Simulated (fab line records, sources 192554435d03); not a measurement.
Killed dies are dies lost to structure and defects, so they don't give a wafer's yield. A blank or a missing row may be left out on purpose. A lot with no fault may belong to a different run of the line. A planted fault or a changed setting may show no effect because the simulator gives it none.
Matching of chambers :: flow n5-finfet :: 4 sister chambers for N5_GATE_CUT_ETCH_36 on rie-diel-02
The step etches SiARC in CF4, target depth 13 nm, time 21.7 s. 4 wafers are shown with their chamber, then 9 later ones without.

WAFERS WITH THEIR CHAMBER
wafer: L084.2
chamber: 1
showerhead-plenum-p-Torr (Torr): 2.14

wafer: L084.6
chamber: 2
showerhead-plenum-p-Torr (Torr): 2.17

wafer: L086.4
chamber: 3
showerhead-plenum-p-Torr (Torr): 2.10

wafer: L086.6
chamber: 0
showerhead-plenum-p-Torr (Torr): 2.19

WAFERS WHOSE CHAMBER IS MISSING
wafer: L090.2
showerhead-plenum-p-Torr (Torr): 2.14

wafer: L090.4
showerhead-plenum-p-Torr (Torr): 2.19

wafer: L090.5
showerhead-plenum-p-Torr (Torr): 2.10

wafer: L092.1
showerhead-plenum-p-Torr (Torr): 2.10

wafer: L092.4
showerhead-plenum-p-Torr (Torr): 2.14

wafer: L092.6
showerhead-plenum-p-Torr (Torr): 2.10

wafer: L096.4
showerhead-plenum-p-Torr (Torr): 2.17

wafer: L096.5
showerhead-plenum-p-Torr (Torr): 2.10

wafer: L096.6
showerhead-plenum-p-Torr (Torr): 2.18

CHAMBER TAKEN BY EACH
wafer: L090.2
from the rows above: 1
in truth: 1

wafer: L090.4
from the rows above: 0
in truth: 0

wafer: L090.5
from the rows above: 3
in truth: 3

wafer: L092.1
from the rows above: 3
in truth: 3

wafer: L092.4
from the rows above: 1
in truth: 1

wafer: L092.6
from the rows above: 3
in truth: 3

wafer: L096.4
from the rows above: 2
in truth: 2

wafer: L096.5
from the rows above: 3
in truth: 3

wafer: L096.6
from the rows above: can't be placed: 0 or 2
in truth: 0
Correct placement for 8 of the 9. Can't be placed from these rows: 1 (the true chamber is among the candidates in 1). Placed wrongly: 0.
How it was worked out, from the rows above alone: a wafer's distance from a chamber is the root of the sum, over the readings, of the square of ((its reading less the chamber's mean) divided by the reading's scatter). The wafer belongs to the nearest chamber; if the next one is less than 2 further off, it can't be placed. For every chamber, the mean is computed from those of its wafers that are shown. The scatter: root of mean squared gap, hidden wafer to nearest shown wafer, with one shown wafer a chamber.
